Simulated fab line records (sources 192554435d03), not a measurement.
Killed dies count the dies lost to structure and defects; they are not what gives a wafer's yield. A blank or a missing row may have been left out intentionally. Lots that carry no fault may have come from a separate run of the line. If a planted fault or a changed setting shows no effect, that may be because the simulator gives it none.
Which tool was responsible? | flow n5Finfet | 7 lots with 21 wafers sampled at 3 steps, on a route of 1938 steps

## WHAT THE GAUGES READ, wafer by wafer
N5_BEOL_M4_RC_MEAS_101.
lot  | measured     | on        | IOFF_P_LIN (nA/um)
L373 | day 10 23:08 | prober-02 | 0.095 0.090 0.090
L376 | day 11 20:26 | prober-02 | 0.081 0.082 0.076
L378 | day 12 09:15 | prober-01 | 0.108 0.106 0.112
L380 | day 12 12:49 | prober-02 | 0.086 0.097 0.090
L386 | day 14 01:35 | prober-01 | 2.056 1.931 2.157
L388 | day 14 15:12 | prober-02 | 1.819 1.812 2.073
L392 | day 15 11:44 | prober-02 | 0.103 0.102 0.106

## WHAT TOOL EACH LOT RAN ON (gives the tool, then ch and the chambers of the sampled wafers, and finally the start)
lot  | N5_HKMG_FIN_CVD_62                    | N5_HKMG_FIN_WET_ETCH_65
L373 | thermalCvdSi-01 ch 0,1, day 4 20:01   | wetBench-02 ch 2,3,6, day 4 20:31
L376 | thermalCvdSi-02 ch 1,2, day 5 17:13   | wetBench-01 ch 0,2,6, day 5 17:46
L378 | thermalCvdSi-02 ch 0,1, day 6 10:11   | wetBench-02 ch 1,3,5, day 6 10:29
L380 | thermalCvdSi-02 ch 0,2, day 6 18:34   | wetBench-04 ch 1,4,7, day 6 18:59
L386 | thermalCvdSi-02 ch 0,1,2, day 8 03:47 | wetBench-02 ch 2,4,7, day 8 04:09
L388 | thermalCvdSi-02 ch 0,1,2, day 8 16:26 | wetBench-01 ch 4,6,7, day 8 16:46
L392 | thermalCvdSi-02 ch 1,2, day 9 21:23   | wetBench-01 ch 3,4,5, day 9 21:42
- N5_HKMG_FIN_CVD_62: deposits a-Si from Si2H6, target thk 3 nm, time 20.8 s.
- N5_HKMG_FIN_WET_ETCH_65: etches a-Si in TMAH, stops on TiN, time 49 s, target depth 3 nm.

## THE ANSWER, worked out from the rows above alone
Rule: the lots themselves supply what counts as usual. Put in order of their means at a reading, lots are off if they are a third of the lots or fewer, leave a main group of 4 or more, and stand apart from it by a gap of 3 or more times the standard deviation of the main group's means; of several such gaps the widest counts. If all means in a main group match to the digits the tables above print for the reading, that group is not used. A lot without any number at a reading at which 4 lots or more have one is off too. All remaining lots with rows at the step are treated as sound.
Off: L386, L388, seen at N5_BEOL_M4_RC_MEAS_101 (IOFF_P_LIN). The main group has a mean of 0.095 nA/um with a standard deviation of 0.01.
If a tool, at a process step before that reading, ran all the lots that are off and no sound lot after the first of them, it fits. The gauges at N5_BEOL_M4_RC_MEAS_101 are tried like those tools. No candidate that was tried fits.

## WHAT THE SIMULATOR PUT IN
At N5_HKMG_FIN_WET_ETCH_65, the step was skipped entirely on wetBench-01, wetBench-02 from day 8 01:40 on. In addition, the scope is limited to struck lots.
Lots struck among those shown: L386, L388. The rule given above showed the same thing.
